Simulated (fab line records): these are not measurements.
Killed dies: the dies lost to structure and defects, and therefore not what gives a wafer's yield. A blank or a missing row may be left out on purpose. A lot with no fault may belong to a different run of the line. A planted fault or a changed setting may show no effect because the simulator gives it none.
A lot that was struck, set against a sound lot ; flow nand-harc ; 14 out of 1302 route steps
Sound: wafers L834.1, L834.2, L834.6. The struck wafers were L836.1, L836.4, L836.6. The cause comes at the end.
Each step with rows lists, per side, the tool, then ch with its chambers, then its first start. Under that, the readings that differ: sound wafers ; struck wafers ; difference of the means ; sigmas: that difference in standard deviations of wafers without a fault.
alike: readings with means less than 2 such deviations apart, plus words and numbers identical on both sides. not compared: withheld readings, readings lacking a value on some wafer, bounds such as >300 that could conceal the same value, and numbers that have no deviation in the record and whose values overlap.
The two part at a step that has a row with sigmas, a row that says differs or no value, or rows on one side only. Numbers that don't overlap but have no deviation are shown without sigmas and don't part them. Lack of a reading on every wafer of one side parts them only where that side has two or more wafers.

first, 2 steps without rows for these wafers: NHARC_A_SOURCE_PLATE_SRD_01; NHARC_A_SOURCE_PLATE_OXIDE_02 (material SiO2, target thk 10 nm, ox time 1362 s).
NHARC_A_SOURCE_PLATE_THK_MEAS_09: measures by ellipsometry.
  sound: film-metro-02 at day 9 03:12; struck: film-metro-02 at day 10 03:27
  alike: thk-nm
then, 3 steps without rows for these wafers: NHARC_A_SOURCE_PLATE_PVD_04 (deposits WSi2, target thk 50 nm); NHARC_A_SOURCE_PLATE_CVD_03 (deposits poly-Si, target thk 200 nm, time 4000 s); NHARC_A_SOURCE_PLATE_ANNEAL_05 (time 1800 s).
NHARC_A_SOURCE_PLATE_THK_MEAS_06: measures by ellipsometry.
  sound: film-metro-01 at day 9 19:14; struck: film-metro-01 at day 10 16:28
  alike: thk-nm
NHARC_A_SOURCE_PLATE_INSPECT_08:
  sound: defect-inspect-01 at day 9 19:17; struck: defect-inspect-02 at day 10 16:35
  alike: raw-defect-count
after that, 1 step with no rows for these wafers: NHARC_A_ONON_D1_DEP_00 (target thk 1000 nm).
NHARC_A_ONON_D1_THK_MEAS_02: measures by ellipsometry.
  sound: film-metro-01 at day 9 19:52; struck: film-metro-01 at day 10 17:10
  alike: thk-nm
NHARC_A_ONON_D1_DEP_03: target thk 1000 nm.
  sound on pecvd-onon-01 ch 0, day 9 19:55; struck on pecvd-onon-01 ch 0, day 10 17:13
  alike: nh3-flow-sccm, sih4-flow-sccm
NHARC_A_ONON_D1_THK_MEAS_05: measures by ellipsometry.
  sound: film-metro-01 at day 9 20:25; struck: film-metro-01 at day 10 17:43
reading;sound;struck;difference;sigmas
thk-nm (nm);985 986 986;1610 1610 1609;+624;+64
after that, 1 step with no rows for these wafers: NHARC_A_ONON_D1_DEP_06 (target thk 1000 nm).
-- record jumps: 17 days between struck wafers' starts before vs after; left off in module A_ONON_D1, resumes in module END, first step shown is number 1302 of the route --
NHARC_END_SORT_01:
  here the record holds rows for the struck wafers (prober-02 ch 0, day 27 14:07) but none for the sound ones

## WHERE THEY PART
Last at NHARC_END_SORT_01 as far as this record goes, first at NHARC_A_ONON_D1_THK_MEAS_05.

WHY: what had been put in by the simulator
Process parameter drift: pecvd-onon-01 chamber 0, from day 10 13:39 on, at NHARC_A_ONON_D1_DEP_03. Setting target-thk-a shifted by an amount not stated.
